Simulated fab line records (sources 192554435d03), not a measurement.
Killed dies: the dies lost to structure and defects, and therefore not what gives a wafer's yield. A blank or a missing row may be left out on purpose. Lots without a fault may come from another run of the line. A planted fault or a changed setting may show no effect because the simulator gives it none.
Chamber matching + flow n5Finfet + pecvd-04 running N5_BEOL_M9_PECVD_70: 3 sister chambers
The step deposits SiO2 from TEOS/O2, target thk 20 nm, time 22.7 s. 20 wafers are shown with their chamber, then 10 later ones without.

## WAFERS PAIRED WITH THEIR CHAMBERS
| wafer  | chamber | throttleValvePct (%) | showerheadPlenumPTorr (Torr) | heaterPowerW (W) |
|--------|---------|----------------------|------------------------------|------------------|
| L077.1 | 0       | 23.2                 | 8.84                         | 655              |
| L077.4 | 2       | 23.2                 | 8.74                         | 794              |
| L077.5 | 1       | 21.0                 | 8.77                         | 655              |
| L080.2 | 0       | 23.1                 | 8.86                         | 688              |
| L080.3 | 1       | 21.5                 | 8.77                         | 640              |
| L080.6 | 2       | 23.1                 | 8.76                         | 683              |
| L083.1 | 2       | 23.3                 | 8.74                         | 812              |
| L083.4 | 1       | 21.4                 | 8.76                         | 687              |
| L083.6 | 2       | 23.3                 | 8.73                         | 787              |
| L084.2 | 2       | 23.0                 | 8.75                         | 737              |
| L084.3 | 0       | 23.1                 | 8.84                         | 666              |
| L084.5 | 1       | 21.1                 | 8.78                         | 707              |
| L085.3 | 2       | 23.2                 | 8.71                         | 729              |
| L085.4 | 2       | 23.2                 | 8.75                         | 726              |
| L085.5 | 0       | 23.4                 | 8.84                         | 656              |
| L089.3 | 1       | 21.3                 | 8.78                         | 705              |
| L089.4 | 0       | 23.2                 | 8.83                         | 618              |
| L089.6 | 1       | 21.3                 | 8.77                         | 690              |
| L087.4 | 1       | 21.3                 | 8.80                         | 705              |
| L087.5 | 0       | 23.2                 | 8.83                         | 627              |

SIGNATURES (averages over the wafers above)
| reading               | chamber 0 | chamber 1 | chamber 2 | scatter within a chamber |
|-----------------------|-----------|-----------|-----------|--------------------------|
| throttleValvePct      | 23.200    | 21.271    | 23.186    | 0.133                    |
| showerheadPlenumPTorr | 8.8400    | 8.7757    | 8.7400    | 0.0137                   |
| heaterPowerW          | 651.67    | 684.14    | 752.57    | 34.6                     |
Rule: for each reading, subtract the chamber's mean from the wafer's reading, divide by that reading's scatter and square the result; add these up over the readings and take the root, which gives the wafer's distance from the chamber. If the next closest chamber is less than 2 further off than the closest, the wafer can't be placed; otherwise it belongs to the closest. The scatter: the root of (the sum of the squares of (reading less its chamber's mean) over the shown wafers, divided by (wafers less chambers)).

## WAFERS WHOSE CHAMBER IS MISSING
| wafer  | throttleValvePct (%) | showerheadPlenumPTorr (Torr) | heaterPowerW (W) |
|--------|----------------------|------------------------------|------------------|
| L087.6 | 23.4                 | 8.74                         | 745              |
| L092.2 | 22.8                 | 8.84                         | 609              |
| L092.4 | 23.1                 | 8.85                         | 600              |
| L092.5 | 21.3                 | 8.78                         | 704              |
| L094.2 | 23.5                 | 8.76                         | 750              |
| L094.4 | 22.9                 | 8.82                         | 592              |
| L094.5 | 23.4                 | 8.74                         | 763              |
| L096.2 | 21.3                 | 8.78                         | 702              |
| L096.4 | 23.4                 | 8.72                         | 741              |
| L096.6 | 23.0                 | 8.85                         | 637              |

## EACH ONE'S CHAMBER
| wafer  | from the rows above | in truth |
|--------|---------------------|----------|
| L087.6 | 2                   | 2        |
| L092.2 | 0                   | 0        |
| L092.4 | 0                   | 0        |
| L092.5 | 1                   | 1        |
| L094.2 | 2                   | 2        |
| L094.4 | 0                   | 0        |
| L094.5 | 2                   | 2        |
| L096.2 | 1                   | 1        |
| L096.4 | 2                   | 2        |
| L096.6 | 0                   | 0        |
10 of 10 placed correctly. Left unplaced by these rows: 0. Number placed wrongly: 0.
